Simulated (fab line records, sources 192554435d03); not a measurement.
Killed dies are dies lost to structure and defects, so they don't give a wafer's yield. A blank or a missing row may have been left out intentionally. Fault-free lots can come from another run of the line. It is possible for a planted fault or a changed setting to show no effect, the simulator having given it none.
fab line records + flow n5_finfet
record
- lots=9
- wafers=27
- last_day=17
route steps=1938 shown BEOL_M2@909 BEOL_M4@1111 PASSIVATION@1936
lots that met no fault: from a run of the same line without faults
start_h: hours from the record's first day to the start of the lot's first wafer shown + wait_h: time in hours since the lot's previous step + " same as the row above + L1.1+2: one row covering several wafers at once + - value missing, or start not given + * or withheld: withheld + < > ~ a bound
route shown NAME@n: a module of which the file shows steps, and the number in the route of the first + usual: mean and standard deviation over wafers with no fault + same: alike in all rows + chamber/n: place in a boat + sites: the reading at each site + _std_site: the values' standard deviation + _edge_site: mean of outer sites minus mean of inner sites + radius_mm: how far each site lies from the wafer's centre + mask NAME#n: copy n + behind: tool/chamber where the wafer was last shaped + hold: why the lot went on hold/how many hours it stayed there/how the hold came to an end + device: names the non-switching transistor (n, p or np) + end of line: at the end of the route, the tests of the same wafers + step lacking rows: just its recipe + killed: the dies lost at the first sort to structure and to defects; this is not the yield of the wafer + map: a wafer's dies, x killed, . not, _ none there
set.NAME: the run value of the setting; set.NAME@STEP: its run value at that earlier step + model.NAME: the simulator's own value behind a step, which no gauge read
the route's steps for a sample of lots (tables are steps, rows are wafers)
services: the hour from which a tool's chamber was out of use, counted from the record's first day as start_h (under 0 if before that day), plus the number of hours and why
## steps
# step N5_BEOL_M2_ANNEAL_82
# recipe
- temp_c=400
- time_s=240
- ambient=vacuum
# usual
- heater_power_w=807/66
| lot.wafer | tool           | chamber | start_h | wait_h | heater_power_w |
|-----------|----------------|---------|---------|--------|----------------|
| L126.3    | pvd_sputter-03 | -       | 140.61  | 0.0    | 697            |
| L126.4    | "              | -       | "       | "      | 812            |
| L126.5    | "              | -       | "       | "      | 810            |
| L127.2    | pvd_sputter-02 | -       | 144.42  | 0.0    | 841            |
| L127.4    | "              | -       | "       | "      | 790            |
| L127.6    | "              | -       | "       | "      | 870            |
| L129.1    | pvd_sputter-02 | -       | 153.00  | 0.0    | 813            |
| L129.2    | "              | -       | "       | "      | 856            |
| L129.5    | "              | -       | "       | "      | 838            |
| L128.2    | pvd_sputter-03 | -       | 153.20  | 0.0    | 780            |
| L128.5    | "              | -       | "       | "      | 803            |
| L128.6    | "              | -       | "       | "      | 773            |
| L130.1    | pvd_sputter-03 | -       | 158.47  | 0.0    | 788            |
| L130.2    | "              | -       | "       | "      | 821            |
| L130.6    | "              | -       | "       | "      | 809            |
| L131.1    | pvd_sputter-02 | -       | 172.38  | 0.0    | 707            |
| L131.4    | "              | -       | "       | "      | 802            |
| L131.5    | "              | -       | "       | "      | 718            |
| L144.2    | pvd_sputter-03 | -       | 256.22  | 0.0    | 753            |
| L144.3    | "              | -       | "       | "      | 834            |
| L144.5    | "              | -       | "       | "      | 700            |
| L148.3    | pvd_sputter-03 | -       | 270.92  | 0.0    | 817            |
| L148.5    | "              | -       | "       | "      | 717            |
| L148.6    | "              | -       | "       | "      | 813            |
| L149.1    | pvd_sputter-01 | -       | 277.53  | 0.0    | 964            |
| L149.2    | "              | -       | "       | "      | 801            |
| L149.6    | "              | -       | "       | "      | 908            |
# step N5_BEOL_M2_SPUTTER_88
# recipe
- material=Cu
- target_thk_a=45
- temp_c=-20
- chamber_pressure_pa=0.07
- power_w=withheld
- time_s=8.29
# usual
- throttle_valve_pct=30.1/0.99
| lot.wafer | tool           | chamber | start_h | wait_h | throttle_valve_pct |
|-----------|----------------|---------|---------|--------|--------------------|
| L126.3    | pvd_sputter-03 | -       | 140.97  | 0.1    | 29.8               |
| L126.4    | "              | -       | "       | "      | 28.2               |
| L126.5    | "              | -       | "       | "      | 28.4               |
| L127.2    | pvd_sputter-02 | -       | 144.78  | 0.1    | 31.4               |
| L127.4    | "              | -       | "       | "      | 31.0               |
| L127.6    | "              | -       | "       | "      | 29.8               |
| L129.1    | pvd_sputter-02 | -       | 153.36  | 0.1    | 31.3               |
| L129.2    | "              | -       | "       | "      | 29.6               |
| L129.5    | "              | -       | "       | "      | 31.5               |
| L128.2    | pvd_sputter-03 | -       | 153.56  | 0.1    | 30.2               |
| L128.5    | "              | -       | "       | "      | 28.4               |
| L128.6    | "              | -       | "       | "      | 30.1               |
| L130.1    | pvd_sputter-03 | -       | 158.83  | 0.1    | 29.9               |
| L130.2    | "              | -       | "       | "      | 29.6               |
| L130.6    | "              | -       | "       | "      | 28.5               |
| L131.1    | pvd_sputter-02 | -       | 172.74  | 0.1    | 30.5               |
| L131.4    | "              | -       | "       | "      | 31.0               |
| L131.5    | "              | -       | "       | "      | 30.5               |
| L144.2    | pvd_sputter-03 | -       | 256.58  | 0.1    | 30.1               |
| L144.3    | "              | -       | "       | "      | 29.5               |
| L144.5    | "              | -       | "       | "      | 30.0               |
| L148.3    | pvd_sputter-03 | -       | 271.28  | 0.1    | 29.4               |
| L148.5    | "              | -       | "       | "      | 30.1               |
| L148.6    | "              | -       | "       | "      | 28.4               |
| L149.1    | pvd_sputter-01 | -       | 277.89  | 0.1    | 31.5               |
| L149.2    | "              | -       | "       | "      | 29.2               |
| L149.6    | "              | -       | "       | "      | 29.0               |
# step N5_BEOL_M2_CMP_52
# recipe
- stop_on=SiOC
- t_overpolish_s=6.8
- down_force_psi=1
- platen_rpm=50
- clearing_platen_down_force_psi=1.5
- clearing_platen_rpm=50
- post_cmp_clean=cu_alkaline
- target_thk_nm=40
- clearing_platen_pad_velocity_m_s=0.99484
- pad_velocity_m_s=0.99484
# usual
- barrier_field_endpoint_s=24.8/0.69
- edge_zone_pressure_frac=0.999/0.0047
- motor_current_A=6.2/0.53
- overpolish_run_s=6.800/0.0092
- time_to_endpoint_s=63/4.2
# same
- t_overpolish_s=6.8
| lot.wafer | tool   | chamber | start_h | wait_h | barrier_field_endpoint_s | edge_zone_pressure_frac | motor_current_A | overpolish_run_s | time_to_endpoint_s |
|-----------|--------|---------|---------|--------|--------------------------|-------------------------|-----------------|------------------|--------------------|
| L126.3    | cmp-02 | 3       | 142.34  | 0.2    | 24.0                     | 0.996                   | 6.1             | 6.794            | 57                 |
| L126.4    | "      | 2       | "       | "      | 25.5                     | 1.013                   | 6.5             | 6.792            | 58                 |
| L126.5    | "      | 0       | "       | "      | 25.2                     | 0.993                   | 6.0             | 6.798            | 58                 |
| L127.2    | cmp-02 | 2       | 146.23  | 0.3    | 24.7                     | 1.000                   | 6.3             | 6.805            | 63                 |
| L127.4    | "      | 3       | "       | "      | 24.7                     | 0.999                   | 6.0             | 6.790            | 57                 |
| L127.6    | "      | 0       | "       | "      | 25.1                     | 0.994                   | 6.2             | 6.801            | 60                 |
| L129.1    | cmp-02 | 3       | 154.77  | 0.3    | 24.7                     | 1.001                   | 6.1             | 6.788            | 59                 |
| L129.2    | "      | 0       | "       | "      | 24.4                     | 1.007                   | 6.3             | 6.803            | 60                 |
| L129.5    | "      | 2       | "       | "      | 25.7                     | 0.997                   | 6.0             | 6.780            | 66                 |
| L128.2    | cmp-03 | 0       | 154.93  | 0.2    | 25.6                     | 0.998                   | 6.3             | 6.791            | 65                 |
| L128.5    | "      | 0       | "       | "      | 25.2                     | 1.000                   | 6.0             | 6.823            | 64                 |
| L128.6    | "      | 1       | "       | "      | 25.5                     | 0.995                   | 7.1             | 6.795            | 62                 |
| L130.1    | cmp-01 | 3       | 160.35  | 0.3    | 25.6                     | 0.999                   | 6.1             | 6.793            | 70                 |
| L130.2    | "      | 0       | "       | "      | 24.6                     | 1.000                   | 6.4             | 6.804            | 62                 |
| L130.6    | "      | 3       | "       | "      | 26.5                     | 1.013                   | 6.1             | 6.813            | 71                 |
| L131.1    | cmp-01 | 0       | 174.12  | 0.3    | 24.0                     | 1.003                   | 6.2             | 6.808            | 57                 |
| L131.4    | "      | 2       | "       | "      | 25.7                     | 0.995                   | 5.2             | 6.808            | 62                 |
| L131.5    | "      | 0       | "       | "      | 24.3                     | 1.006                   | 6.0             | 6.797            | 57                 |
| L144.2    | cmp-02 | 0       | 258.92  | 1.1    | 23.9                     | 1.002                   | 6.0             | 6.800            | 62                 |
| L144.3    | "      | 1       | "       | "      | 25.7                     | 1.002                   | 6.6             | 6.789            | 71                 |
| L144.5    | "      | 0       | "       | "      | 24.0                     | 1.008                   | 6.1             | 6.807            | 61                 |
| L148.3    | cmp-03 | 0       | 272.77  | 0.3    | 25.2                     | 0.994                   | 6.5             | 6.793            | 68                 |
| L148.6    | "      | 1       | "       | "      | 25.4                     | 0.998                   | 7.0             | 6.800            | 67                 |
| L148.5    | "      | 2       | "       | "      | 24.5                     | 0.995                   | 5.0             | 6.792            | 60                 |
| L149.1    | cmp-03 | 2       | 279.31  | 0.3    | 23.7                     | 1.005                   | 5.3             | 6.801            | 56                 |
| L149.2    | "      | 0       | "       | "      | 24.4                     | 1.003                   | 6.3             | 6.795            | 63                 |
| L149.6    | "      | 3       | "       | "      | 23.5                     | 0.995                   | 5.8             | 6.808            | 55                 |
# step N5_BEOL_M2_CO_CAP_55
# recipe
- material=Co
- target_thk_a=20
- temp_c=200
- precursor=CCTBA/H2
- pressure_torr=30
- time_s=102.1
# usual
- chamber_pressure_Torr=30.01/0.075
- heater_power_outer_w=116/7.7
- heater_power_w=226/13
- run_length_s=125.0/0.56
| lot.wafer | tool      | chamber | start_h | wait_h | chamber_pressure_Torr | heater_power_outer_w | heater_power_w | run_length_s |
|-----------|-----------|---------|---------|--------|-----------------------|----------------------|----------------|--------------|
| L126.3    | cvd_co-01 | 1       | 142.71  | 0.0    | 30.02                 | 118                  | 229            | 124.5        |
| L126.4    | "         | 2       | "       | "      | 29.98                 | 101                  | 210            | 124.4        |
| L126.5    | "         | 1       | "       | "      | 29.87                 | 116                  | 230            | 124.7        |
| L127.2    | cvd_co-01 | 2       | 146.53  | 0.0    | 29.97                 | 103                  | 207            | 124.0        |
| L127.4    | "         | 1       | "       | "      | 29.87                 | 117                  | 229            | 124.6        |
| L127.6    | "         | 2       | "       | "      | 30.06                 | 101                  | 208            | 124.1        |
| L129.1    | cvd_co-02 | 1       | 155.11  | 0.0    | 30.12                 | 128                  | 248            | 125.0        |
| L129.2    | "         | 2       | "       | "      | 29.95                 | 112                  | 218            | 125.1        |
| L129.5    | "         | 1       | "       | "      | 30.07                 | 129                  | 242            | 124.9        |
| L128.2    | cvd_co-02 | 2       | 155.44  | 0.0    | 30.09                 | 110                  | 213            | 124.8        |
| L128.5    | "         | 2       | "       | "      | 29.99                 | 109                  | 214            | 125.6        |
| L128.6    | "         | 0       | "       | "      | 29.99                 | 117                  | 225            | 126.4        |
| L130.1    | cvd_co-02 | 0       | 160.69  | 0.0    | 30.05                 | 118                  | 227            | 125.6        |
| L130.2    | "         | 2       | "       | "      | 29.91                 | 111                  | 217            | 125.0        |
| L130.6    | "         | 0       | "       | "      | 30.01                 | 115                  | 223            | 125.6        |
| L131.1    | cvd_co-02 | 0       | 174.56  | 0.0    | 30.07                 | 115                  | 223            | 125.3        |
| L131.4    | "         | 0       | "       | "      | 30.01                 | 118                  | 229            | 125.6        |
| L131.5    | "         | 2       | "       | "      | 29.98                 | 110                  | 213            | 102.3        |
| L144.2    | cvd_co-01 | 1       | 259.48  | 0.0    | 30.05                 | 122                  | 237            | 124.8        |
| L144.3    | "         | 0       | "       | "      | 29.92                 | 114                  | 228            | 124.9        |
| L144.5    | "         | 2       | "       | "      | 30.02                 | 105                  | 210            | 123.9        |
| L148.3    | cvd_co-02 | 1       | 273.03  | 0.0    | 30.06                 | 123                  | 258            | 125.1        |
| L148.5    | "         | 1       | "       | "      | 30.08                 | 129                  | 249            | 125.5        |
| L148.6    | "         | 2       | "       | "      | 30.00                 | 112                  | 217            | 125.5        |
| L149.1    | cvd_co-01 | 2       | 279.68  | 0.0    | 29.92                 | 103                  | 207            | 124.2        |
| L149.2    | "         | 1       | "       | "      | 29.96                 | 121                  | 223            | 124.4        |
| L149.6    | "         | 1       | "       | "      | 30.07                 | 120                  | 235            | 124.6        |
# step N5_BEOL_M4_RC_MEAS_101
# usual
- DIBL_N=36.8/2.2
- DIBL_P=37.1/2.8
- IOFF_N=0.17/0.04
- IOFF_P=0.22/0.049
- ION_N=672/16
- ION_P=460/9.2
- SS_N=71.6/0.69
- SS_P=73.5/0.78
- VT_N=249/3.6
- VT_P=-250/3.9
| lot.wafer | tool      | chamber | start_h | wait_h | DIBL_N[mV/V] | DIBL_P[mV/V] | IOFF_N[nA/um] | IOFF_P[nA/um] | ION_N[uA/um] | ION_P[uA/um] | SS_N[mV/dec] | SS_P[mV/dec] | VT_N[mV] | VT_P[mV] |
|-----------|-----------|---------|---------|--------|--------------|--------------|---------------|---------------|--------------|--------------|--------------|--------------|----------|----------|
| L126.3    | prober-01 | 0       | 158.88  | 0.3    | 34.6         | 32.9         | 0.13          | 0.15          | 677          | 457          | 71.2         | 72.6         | 251      | -253     |
| L126.4    | "         | 0       | "       | "      | 39.5         | 37.6         | 0.21          | 0.21          | 667          | 451          | 72.4         | 74.0         | 249      | -253     |
| L126.5    | "         | 0       | "       | "      | 40.4         | 38.7         | 0.24          | 0.22          | 674          | 450          | 72.4         | 73.6         | 247      | -254     |
| L127.2    | prober-02 | 0       | 166.00  | 0.2    | 33.5         | 34.2         | 0.13          | 0.17          | 640          | 445          | 71.0         | 72.6         | 253      | -250     |
| L127.4    | "         | 0       | "       | "      | 36.9         | 39.3         | 0.18          | 0.26          | 683          | 475          | 71.3         | 73.9         | 251      | -248     |
| L127.6    | "         | 0       | "       | "      | 35.6         | 37.0         | 0.17          | 0.23          | 674          | 460          | 71.7         | 73.7         | 250      | -248     |
| L129.1    | prober-01 | 0       | 175.04  | 0.0    | 38.2         | 40.1         | 0.21          | 0.22          | 699          | 462          | 72.3         | 73.7         | 245      | -251     |
| L129.2    | "         | 0       | "       | "      | 34.5         | 34.8         | 0.14          | 0.16          | 670          | 454          | 70.7         | 73.0         | 252      | -253     |
| L129.5    | "         | 0       | "       | "      | 37.9         | 39.2         | 0.23          | 0.23          | 703          | 472          | 72.0         | 73.6         | 246      | -250     |
| L128.2    | prober-02 | 0       | 177.80  | 0.2    | 35.8         | 33.7         | 0.13          | 0.16          | 652          | 444          | 71.7         | 73.2         | 256      | -257     |
| L128.5    | "         | 0       | "       | "      | 37.0         | 36.1         | 0.14          | 0.19          | 650          | 448          | 72.7         | 73.2         | 258      | -255     |
| L128.6    | "         | 0       | "       | "      | 36.4         | 35.2         | 0.14          | 0.18          | 658          | 447          | 72.3         | 72.8         | 253      | -256     |
| L130.1    | prober-01 | 0       | 179.49  | 0.0    | 38.7         | 39.2         | 0.19          | 0.25          | 684          | 468          | 71.9         | 74.3         | 246      | -246     |
| L130.2    | "         | 0       | "       | "      | 37.9         | 38.7         | 0.18          | 0.24          | 680          | 468          | 72.0         | 73.4         | 245      | -248     |
| L130.6    | "         | 0       | "       | "      | 39.3         | 41.2         | 0.21          | 0.31          | 684          | 468          | 72.5         | 74.8         | 245      | -247     |
| L131.1    | prober-02 | 0       | 196.60  | 0.0    | 40.3         | 40.0         | 0.24          | 0.28          | 690          | 470          | 72.1         | 74.7         | 246      | -248     |
| L131.4    | "         | 0       | "       | "      | 36.1         | 34.9         | 0.16          | 0.19          | 670          | 455          | 70.3         | 73.5         | 245      | -252     |
| L131.5    | "         | 0       | "       | "      | 37.4         | 35.9         | 0.16          | 0.20          | 672          | 454          | 71.9         | 73.1         | 251      | -250     |
| L144.2    | prober-02 | 0       | 280.17  | 0.2    | 34.0         | 33.7         | 0.13          | 0.19          | 664          | 458          | 70.4         | 73.1         | 252      | -252     |
| L144.3    | "         | 0       | "       | "      | 36.2         | 35.2         | 0.15          | 0.20          | 652          | 452          | 71.9         | 73.1         | 252      | -254     |
| L144.5    | "         | 0       | "       | "      | 34.6         | 33.4         | 0.14          | 0.17          | 659          | 455          | 71.2         | 73.2         | 250      | -253     |
| L148.3    | prober-02 | 0       | 303.15  | 0.3    | 34.2         | 34.1         | 0.13          | 0.16          | 643          | 441          | 72.1         | 72.9         | 254      | -256     |
| L148.5    | "         | 0       | "       | "      | 34.4         | 35.3         | 0.13          | 0.18          | 671          | 459          | 71.4         | 73.7         | 253      | -255     |
| L148.6    | "         | 0       | "       | "      | 36.8         | 37.6         | 0.17          | 0.21          | 685          | 456          | 72.5         | 74.1         | 248      | -252     |
| L149.1    | prober-01 | 0       | 304.53  | 0.0    | 37.5         | 38.1         | 0.20          | 0.27          | 678          | 460          | 72.5         | 73.3         | 244      | -244     |
| L149.2    | "         | 0       | "       | "      | 37.0         | 37.6         | 0.18          | 0.27          | 678          | 468          | 71.6         | 73.6         | 248      | -244     |
| L149.6    | "         | 0       | "       | "      | 37.4         | 38.8         | 0.21          | 0.29          | 691          | 465          | 72.0         | 72.6         | 245      | -242     |
# step N5_PASSIVATION_PROBE_49
# usual
- defect_limited_yield=91.1/1.5
- killed_at_M0_to_M3=35/11
- killed_at_M4_up=13/5.7
- killed_at_contacts=12/5.7
- killed_at_front_end=40/11
- killed_at_other=4/4.4
- killed_dies=105/18
- killed_open=68/14
- killed_short=34/7.4
- sort_bin_5_function=5.2/1
- sort_bin_6_memory=3.3/0.67
- sort_bin_8_speed=0.04/0.29
- sort_n_pass=1074/18
- sort_yield_pct=91.0/1.5
# same
- gross_dies=1180
- killed_at_back_side=0
- sort_bin_4_leakage[%]=0
| lot.wafer | tool      | chamber | start_h | wait_h | defect_limited_yield[%] | killed_at_M0_to_M3 | killed_at_M4_up | killed_at_contacts | killed_at_front_end | killed_at_other | killed_dies | killed_open | killed_short | sort_bin_5_function[%] | sort_bin_6_memory[%] | sort_bin_8_speed[%] | sort_n_pass | sort_yield_pct[%] |
|-----------|-----------|---------|---------|--------|-------------------------|--------------------|-----------------|--------------------|---------------------|-----------------|-------------|-------------|--------------|------------------------|----------------------|---------------------|-------------|-------------------|
| L131.1    | prober-02 | -       | 296.05  | 0.0    | 91.6                    | 36                 | 9               | 6                  | 37                  | 11              | 99          | 49          | 40           | 5.6                    | 2.5                  | 0                   | 1081        | 91.6              |
# killed by level:class
L131.1 BEOL_M0_SAQP:geometric_particle:short=12 MIM_TOP_ETCH:area_etch=10 GATE_CUT:geometric_particle:short=9 BEOL_M0_SAQP:geometric_particle:open=9 BEOL_M3:geometric_particle:open=7 MOL_CONTACT_COAG:geometric_particle:open=5 FIN_SAQP:geometric_particle:open=4 BEOL_M0:geometric_particle:open=4
## services
| tool           | chamber | start_h | hours | kind                           |
|----------------|---------|---------|-------|--------------------------------|
| cmp-03         | -       | 134.08  | 1.0   | repair                         |
| pvd_sputter-01 | -       | 144.28  | 0.7   | repair                         |
| cmp-03         | -       | 173.25  | 0.5   | repair                         |
| pvd_sputter-02 | -       | 177.09  | 4.0   | repair                         |
| cmp-03         | -       | 178.69  | 1.7   | repair                         |
| cmp-02         | -       | 197.12  | 0.2   | repair                         |
| cmp-03         | -       | 200.52  | 4.0   | pm                             |
| cmp-03         | -       | 204.52  | -     | consumable_replace:conditioner |
| cmp-03         | -       | 204.52  | -     | consumable_replace:pad         |
| cmp-01         | -       | 229.82  | 3.5   | repair                         |
| cmp-02         | -       | 230.18  | 2.6   | repair                         |
| cmp-03         | -       | 246.74  | 0.4   | repair                         |
| cmp-01         | -       | 255.89  | 0.7   | repair                         |
| cvd_co-02      | -       | 257.77  | 2.8   | pm                             |
| cmp-02         | -       | 277.69  | 4.0   | pm                             |
## key
first_sign
- step=N5_BEOL_M2_CO_CAP_55
- reading=run_length_s
- direction=down
- sigmas=41
- usual=*
- struck=*
effect none on later readings
met_at N5_BEOL_M2_CO_CAP_55
struck_lots L131
struck_wafers L131.5
baseline_loss
- step=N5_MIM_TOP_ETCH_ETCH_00
- wafers=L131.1
not_acting_at N5_BEOL_M2_ANNEAL_82,N5_BEOL_M2_SPUTTER_88,N5_BEOL_M2_CMP_52
onset_between 160.69 174.56
fault
- kind=process_parameter_drift
- tool=cvd_co-02
- chamber=-
- onset_h=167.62
- steps=N5_BEOL_M2_CO_CAP_55
- channel=time_s
- offset=*
- shape=step
- end_h=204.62
- scope=struck_wafers_only
- acts_in=*
- stated=*
# baseline_loss: these wafers lose ten dies or more at that step, a loss of the line's own and not of a fault; the sort's usual values leave them out
